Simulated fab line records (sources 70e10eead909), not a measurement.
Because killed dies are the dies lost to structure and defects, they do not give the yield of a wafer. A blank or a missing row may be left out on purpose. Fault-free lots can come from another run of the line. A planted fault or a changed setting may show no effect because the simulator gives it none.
8D (eight disciplines) problem report, filled in by code | flow nand_harc | the parts of the form that need people (team, actions taken, sign-off) are left out

1. THE PROBLEM
Wafers without a fault read 997 nm, standard deviation 6.1; thk_nm at NHARC_A_ONON_D1_THK_MEAS_21 reads a mean of 626 nm on 2 wafers belonging to 2 lots. Measured from the usual mean, that is -61 standard deviations.
The step: measures by ellipsometry.
First observed at day 13 01:37: wafer L846.1, on film_metro-02. Wafers with a number at this step in the record: 42, from 14 lots. By rule, "out" or "out of limits" means more than 4 standard deviations away from the usual mean. Any other wafer with a number is counted as sound.

2. WHAT IT IS, WHAT IT ISN'T
question                    | is                | is not
which readings at this step | thk_nm            | -
which lots                  | L846, L849        | L834, L835, L836, L838, L839, L845, L850, L852, L853, L854, L856, L857
which wafers of those lots  | L846.1, L849.3    | L846.5, L846.6, L849.2, L849.6
read on which gauges        | film_metro-02     | film_metro-01
when                        | from day 13 01:37 | up to then (20 sound wafers); but 20 sound wafers of L849, L850, L852, L853, L854, L856, L857 came after

3. SUSPECTS, AND WHAT RULES EACH OUT
Counting: any tool at a process step up to the reading remains a suspect provided it ran every lot that is out. Sound lots after the first of them don't rule it out here, since some wafers of a struck lot are sound.
- the gauge at NHARC_A_ONON_D1_THK_MEAS_21: ruled out. All the wafers that are out were read on film_metro-02, but those of them that NHARC_END_SORT_01 has rows for are out there too, on other tools.
- pecvd_onon-02 at NHARC_A_ONON_D1_DEP_19 (target thk 1000 nm): kept. It ran every lot that is out, first L846 (day 13 01:07); its last sound lot up to then is L839 (day 10 03:46).
Left after counting: pecvd_onon-02 at NHARC_A_ONON_D1_DEP_19.

4. THE CAUSE (what the simulator had put in)
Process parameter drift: pecvd_onon-02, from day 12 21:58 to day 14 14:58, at NHARC_A_ONON_D1_DEP_19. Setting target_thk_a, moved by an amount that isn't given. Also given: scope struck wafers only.
After counting, this tool was the only one left.

5. THE CHAIN OF EFFECTS, in route order
Rows list readings where the struck wafers' mean (over those with a number) sits beyond 3 standard deviations from the usual. Scope: only readings with a usual standard deviation given in the record; hours: median across lots of the time from each lot's start at the first step in this table that gives one to its start at this step; sigmas: change in usual standard deviations.
hours | step                        | reading         | usual  | on struck wafers | change | sigmas
0     | NHARC_A_ONON_D1_THK_MEAS_21 | thk_nm          | 997 nm | 626              | -371   | -61
397   | NHARC_END_SORT_01           | killed_at_array | 55     | 668              | +613   | +31
397   | NHARC_END_SORT_01           | killed_dies     | 60     | 677              | +617   | +29

6. HOW IT WOULD HAVE BEEN CAUGHT EARLIER
The first out-of-limits reading at a measuring or inspecting step in this record came at day 13 01:37, 4 hours after the fault's start at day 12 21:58.
An alarm limit of 4 standard deviations would not have fired on the tool readings at NHARC_A_ONON_D1_DEP_19 for which the record gives a usual standard deviation, since none of them was out on any struck wafer.
Of the lots that are out (2), L849 began NHARC_A_ONON_D1_DEP_19 on pecvd_onon-02 after day 13 01:37. Putting the tool on hold at that point would have spared it.
